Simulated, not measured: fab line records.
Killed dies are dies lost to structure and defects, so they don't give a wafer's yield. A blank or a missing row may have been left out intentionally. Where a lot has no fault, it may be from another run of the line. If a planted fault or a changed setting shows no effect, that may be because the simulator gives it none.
Matching of chambers :: flow nand harc :: NHARC_A_STAIRCASE_ETCHBACK_422 on rie diel-12: 4 sister chambers
The step etches the open film in CH3F/O2, target depth 40 nm, time 74.286 s. 18 wafers are shown with their chamber, then 8 later ones without.

## WAFERS PAIRED WITH THEIR CHAMBERS
wafer: L501.3
chamber: 1
drypump motor current A (A): 6.0
showerhead plenum p Torr (Torr): 2.58
rf vpp V (V): 245.5

wafer: L501.4
chamber: 0
drypump motor current A (A): 6.4
showerhead plenum p Torr (Torr): 2.37
rf vpp V (V): 243.3

wafer: L501.5
chamber: 2
drypump motor current A (A): 5.1
showerhead plenum p Torr (Torr): 2.30
rf vpp V (V): 241.2

wafer: L502.1
chamber: 1
drypump motor current A (A): 6.0
showerhead plenum p Torr (Torr): 2.57
rf vpp V (V): 245.3

wafer: L502.3
chamber: 3
drypump motor current A (A): 6.1
showerhead plenum p Torr (Torr): 2.56
rf vpp V (V): 245.5

wafer: L502.6
chamber: 2
drypump motor current A (A): 5.1
showerhead plenum p Torr (Torr): 2.30
rf vpp V (V): 241.0

wafer: L505.2
chamber: 2
drypump motor current A (A): 5.2
showerhead plenum p Torr (Torr): 2.29
rf vpp V (V): 241.4

wafer: L505.5
chamber: 2
drypump motor current A (A): 5.2
showerhead plenum p Torr (Torr): 2.29
rf vpp V (V): 242.9

wafer: L505.6
chamber: 1
drypump motor current A (A): 6.0
showerhead plenum p Torr (Torr): 2.57
rf vpp V (V): 245.2

wafer: L508.3
chamber: 3
drypump motor current A (A): 6.1
showerhead plenum p Torr (Torr): 2.55
rf vpp V (V): 246.9

wafer: L508.4
chamber: 1
drypump motor current A (A): 6.0
showerhead plenum p Torr (Torr): 2.57
rf vpp V (V): 246.6

wafer: L519.2
chamber: 0
drypump motor current A (A): 6.4
showerhead plenum p Torr (Torr): 2.35
rf vpp V (V): 243.6

wafer: L519.4
chamber: 0
drypump motor current A (A): 6.4
showerhead plenum p Torr (Torr): 2.35
rf vpp V (V): 241.6

wafer: L519.5
chamber: 1
drypump motor current A (A): 6.0
showerhead plenum p Torr (Torr): 2.56
rf vpp V (V): 244.7

wafer: L521.1
chamber: 0
drypump motor current A (A): 6.4
showerhead plenum p Torr (Torr): 2.35
rf vpp V (V): 242.4

wafer: L521.2
chamber: 2
drypump motor current A (A): 5.2
showerhead plenum p Torr (Torr): 2.28
rf vpp V (V): 241.1

wafer: L521.3
chamber: 3
drypump motor current A (A): 6.1
showerhead plenum p Torr (Torr): 2.54
rf vpp V (V): 244.5

wafer: L520.3
chamber: 0
drypump motor current A (A): 6.4
showerhead plenum p Torr (Torr): 2.35
rf vpp V (V): 243.4

SIGNATURES (means of the wafers above)
reading: drypump motor current A
chamber 0: 6.400
chamber 1: 6.000
chamber 2: 5.160
chamber 3: 6.100
scatter within a chamber: 0.0293

reading: showerhead plenum p Torr
chamber 0: 2.3540
chamber 1: 2.5700
chamber 2: 2.2920
chamber 3: 2.5500
scatter within a chamber: 0.00845

reading: rf vpp V
chamber 0: 242.860
chamber 1: 245.460
chamber 2: 241.520
chamber 3: 245.633
scatter within a chamber: 0.853
Rule: for each reading, subtract the chamber's mean from the wafer's reading, divide by that reading's scatter and square the result; add these up over the readings and take the root, which gives the wafer's distance from the chamber. If the next closest chamber is less than 2 further off than the closest, the wafer can't be placed; otherwise it belongs to the closest. How the scatter is found: for the shown wafers, subtract from each reading the mean of its chamber, square and add these, divide the total by (wafers less chambers), then take the root.

## WAFERS WITH NO CHAMBER GIVEN
wafer: L520.4
drypump motor current A (A): 5.1
showerhead plenum p Torr (Torr): 2.28
rf vpp V (V): 241.9

wafer: L520.6
drypump motor current A (A): 5.1
showerhead plenum p Torr (Torr): 2.28
rf vpp V (V): 240.8

wafer: L524.2
drypump motor current A (A): 5.1
showerhead plenum p Torr (Torr): 2.28
rf vpp V (V): 242.4

wafer: L524.3
drypump motor current A (A): 6.4
showerhead plenum p Torr (Torr): 2.35
rf vpp V (V): 243.6

wafer: L524.5
drypump motor current A (A): 5.2
showerhead plenum p Torr (Torr): 2.27
rf vpp V (V): 241.8

wafer: L523.1
drypump motor current A (A): 5.2
showerhead plenum p Torr (Torr): 2.28
rf vpp V (V): 241.4

wafer: L523.2
drypump motor current A (A): 6.4
showerhead plenum p Torr (Torr): 2.35
rf vpp V (V): 242.2

wafer: L523.4
drypump motor current A (A): 5.2
showerhead plenum p Torr (Torr): 2.28
rf vpp V (V): 241.8

## WHICH CHAMBER EACH WENT THROUGH
wafer: L520.4
from the rows above: 2
in truth: 2

wafer: L520.6
from the rows above: 2
in truth: 2

wafer: L524.2
from the rows above: 2
in truth: 2

wafer: L524.3
from the rows above: 0
in truth: 0

wafer: L524.5
from the rows above: 2
in truth: 2

wafer: L523.1
from the rows above: 2
in truth: 2

wafer: L523.2
from the rows above: 0
in truth: 0

wafer: L523.4
from the rows above: 2
in truth: 2
Correctly placed: 8 of 8. Left unplaced by these rows: 0. Wrongly placed: 0.
